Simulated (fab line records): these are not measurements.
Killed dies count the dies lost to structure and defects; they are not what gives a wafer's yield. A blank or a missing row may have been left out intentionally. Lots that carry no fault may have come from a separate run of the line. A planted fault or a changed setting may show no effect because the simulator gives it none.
Chamber matching || flow n5-finfet || N5_FIN_SAQP_HM_OPEN_73 on rie-diel-04 has 4 sister chambers
The step chemistry CHF3/O2, target SiO2, stops on a-Si, target depth 12 nm, time 16.8 s. 24 wafers are shown with their chamber, then 12 later ones without.

WAFERS WITH THEIR CHAMBER
{"wafer": "L075.1", "chamber": 3, "drypump-motor-current-A (A)": 5.5, "showerhead-plenum-p-Torr (Torr)": 2.45, "rf-vpp-V (V)": 530}
{"wafer": "L075.4", "chamber": 2, "drypump-motor-current-A (A)": 5.2, "showerhead-plenum-p-Torr (Torr)": 2.47, "rf-vpp-V (V)": 523}
{"wafer": "L075.5", "chamber": 3, "drypump-motor-current-A (A)": 5.5, "showerhead-plenum-p-Torr (Torr)": 2.45, "rf-vpp-V (V)": 531}
{"wafer": "L076.2", "chamber": 3, "drypump-motor-current-A (A)": 5.5, "showerhead-plenum-p-Torr (Torr)": 2.45, "rf-vpp-V (V)": 529}
{"wafer": "L076.3", "chamber": 0, "drypump-motor-current-A (A)": 6.2, "showerhead-plenum-p-Torr (Torr)": 2.48, "rf-vpp-V (V)": 533}
{"wafer": "L076.6", "chamber": 3, "drypump-motor-current-A (A)": 5.5, "showerhead-plenum-p-Torr (Torr)": 2.45, "rf-vpp-V (V)": 531}
{"wafer": "L077.3", "chamber": 3, "drypump-motor-current-A (A)": 5.5, "showerhead-plenum-p-Torr (Torr)": 2.45, "rf-vpp-V (V)": 530}
{"wafer": "L077.4", "chamber": 1, "drypump-motor-current-A (A)": 5.5, "showerhead-plenum-p-Torr (Torr)": 2.40, "rf-vpp-V (V)": 519}
{"wafer": "L077.6", "chamber": 0, "drypump-motor-current-A (A)": 6.3, "showerhead-plenum-p-Torr (Torr)": 2.48, "rf-vpp-V (V)": 533}
{"wafer": "L079.1", "chamber": 2, "drypump-motor-current-A (A)": 5.1, "showerhead-plenum-p-Torr (Torr)": 2.47, "rf-vpp-V (V)": 525}
{"wafer": "L079.5", "chamber": 3, "drypump-motor-current-A (A)": 5.5, "showerhead-plenum-p-Torr (Torr)": 2.45, "rf-vpp-V (V)": 528}
{"wafer": "L079.6", "chamber": 2, "drypump-motor-current-A (A)": 5.1, "showerhead-plenum-p-Torr (Torr)": 2.47, "rf-vpp-V (V)": 525}
{"wafer": "L081.4", "chamber": 1, "drypump-motor-current-A (A)": 5.5, "showerhead-plenum-p-Torr (Torr)": 2.40, "rf-vpp-V (V)": 520}
{"wafer": "L081.5", "chamber": 0, "drypump-motor-current-A (A)": 6.2, "showerhead-plenum-p-Torr (Torr)": 2.47, "rf-vpp-V (V)": 532}
{"wafer": "L081.6", "chamber": 3, "drypump-motor-current-A (A)": 5.5, "showerhead-plenum-p-Torr (Torr)": 2.45, "rf-vpp-V (V)": 530}
{"wafer": "L084.1", "chamber": 1, "drypump-motor-current-A (A)": 5.5, "showerhead-plenum-p-Torr (Torr)": 2.39, "rf-vpp-V (V)": 519}
{"wafer": "L084.2", "chamber": 2, "drypump-motor-current-A (A)": 5.1, "showerhead-plenum-p-Torr (Torr)": 2.47, "rf-vpp-V (V)": 524}
{"wafer": "L084.3", "chamber": 3, "drypump-motor-current-A (A)": 5.5, "showerhead-plenum-p-Torr (Torr)": 2.45, "rf-vpp-V (V)": 530}
{"wafer": "L086.2", "chamber": 1, "drypump-motor-current-A (A)": 5.5, "showerhead-plenum-p-Torr (Torr)": 2.39, "rf-vpp-V (V)": 518}
{"wafer": "L086.3", "chamber": 3, "drypump-motor-current-A (A)": 5.5, "showerhead-plenum-p-Torr (Torr)": 2.45, "rf-vpp-V (V)": 531}
{"wafer": "L086.5", "chamber": 3, "drypump-motor-current-A (A)": 5.5, "showerhead-plenum-p-Torr (Torr)": 2.44, "rf-vpp-V (V)": 529}
{"wafer": "L089.3", "chamber": 1, "drypump-motor-current-A (A)": 5.5, "showerhead-plenum-p-Torr (Torr)": 2.39, "rf-vpp-V (V)": 519}
{"wafer": "L089.5", "chamber": 2, "drypump-motor-current-A (A)": 5.2, "showerhead-plenum-p-Torr (Torr)": 2.46, "rf-vpp-V (V)": 523}
{"wafer": "L089.6", "chamber": 1, "drypump-motor-current-A (A)": 5.5, "showerhead-plenum-p-Torr (Torr)": 2.39, "rf-vpp-V (V)": 520}

SIGNATURES (means of the wafers above)
{"reading": "drypump-motor-current-A", "chamber 0": 6.233, "chamber 1": 5.500, "chamber 2": 5.140, "chamber 3": 5.500, "scatter within a chamber": 0.0306}
{"reading": "showerhead-plenum-p-Torr", "chamber 0": 2.4767, "chamber 1": 2.3933, "chamber 2": 2.4680, "chamber 3": 2.4490, "scatter within a chamber": 0.0043}
{"reading": "rf-vpp-V", "chamber 0": 532.67, "chamber 1": 519.17, "chamber 2": 524.00, "chamber 3": 529.90, "scatter within a chamber": 0.906}
Rule: for each reading, subtract the chamber's mean from the wafer's reading, divide by that reading's scatter and square the result; add these up over the readings and take the root, which gives the wafer's distance from the chamber. The wafer belongs to the nearest chamber; if the next one is less than 2 further off, it can't be placed. The scatter is the square root of a quotient: the sum, over the shown wafers, of each reading's squared deviation from its chamber's mean, divided by wafers minus chambers.

WAFERS MISSING THEIR CHAMBER
{"wafer": "L092.1", "drypump-motor-current-A (A)": 5.5, "showerhead-plenum-p-Torr (Torr)": 2.39, "rf-vpp-V (V)": 519}
{"wafer": "L092.4", "drypump-motor-current-A (A)": 5.5, "showerhead-plenum-p-Torr (Torr)": 2.44, "rf-vpp-V (V)": 530}
{"wafer": "L092.6", "drypump-motor-current-A (A)": 5.5, "showerhead-plenum-p-Torr (Torr)": 2.44, "rf-vpp-V (V)": 530}
{"wafer": "L094.1", "drypump-motor-current-A (A)": 6.3, "showerhead-plenum-p-Torr (Torr)": 2.46, "rf-vpp-V (V)": 532}
{"wafer": "L094.2", "drypump-motor-current-A (A)": 5.5, "showerhead-plenum-p-Torr (Torr)": 2.39, "rf-vpp-V (V)": 519}
{"wafer": "L094.6", "drypump-motor-current-A (A)": 5.5, "showerhead-plenum-p-Torr (Torr)": 2.44, "rf-vpp-V (V)": 529}
{"wafer": "L095.1", "drypump-motor-current-A (A)": 5.5, "showerhead-plenum-p-Torr (Torr)": 2.39, "rf-vpp-V (V)": 518}
{"wafer": "L095.2", "drypump-motor-current-A (A)": 5.1, "showerhead-plenum-p-Torr (Torr)": 2.46, "rf-vpp-V (V)": 522}
{"wafer": "L095.4", "drypump-motor-current-A (A)": 6.2, "showerhead-plenum-p-Torr (Torr)": 2.46, "rf-vpp-V (V)": 530}
{"wafer": "L096.2", "drypump-motor-current-A (A)": 5.2, "showerhead-plenum-p-Torr (Torr)": 2.46, "rf-vpp-V (V)": 524}
{"wafer": "L096.4", "drypump-motor-current-A (A)": 5.5, "showerhead-plenum-p-Torr (Torr)": 2.39, "rf-vpp-V (V)": 517}
{"wafer": "L096.5", "drypump-motor-current-A (A)": 5.5, "showerhead-plenum-p-Torr (Torr)": 2.43, "rf-vpp-V (V)": 529}

CHAMBER TAKEN BY EACH
{"wafer": "L092.1", "from the rows above": 1, "in truth": 1}
{"wafer": "L092.4", "from the rows above": 3, "in truth": 3}
{"wafer": "L092.6", "from the rows above": 3, "in truth": 3}
{"wafer": "L094.1", "from the rows above": 0, "in truth": 0}
{"wafer": "L094.2", "from the rows above": 1, "in truth": 1}
{"wafer": "L094.6", "from the rows above": 3, "in truth": 3}
{"wafer": "L095.1", "from the rows above": 1, "in truth": 1}
{"wafer": "L095.2", "from the rows above": 2, "in truth": 2}
{"wafer": "L095.4", "from the rows above": 0, "in truth": 0}
{"wafer": "L096.2", "from the rows above": 2, "in truth": 2}
{"wafer": "L096.4", "from the rows above": 1, "in truth": 1}
{"wafer": "L096.5", "from the rows above": 3, "in truth": 3}
Correctly placed: 12 of 12. From these rows, 0 cannot be placed. Wrongly placed: 0.
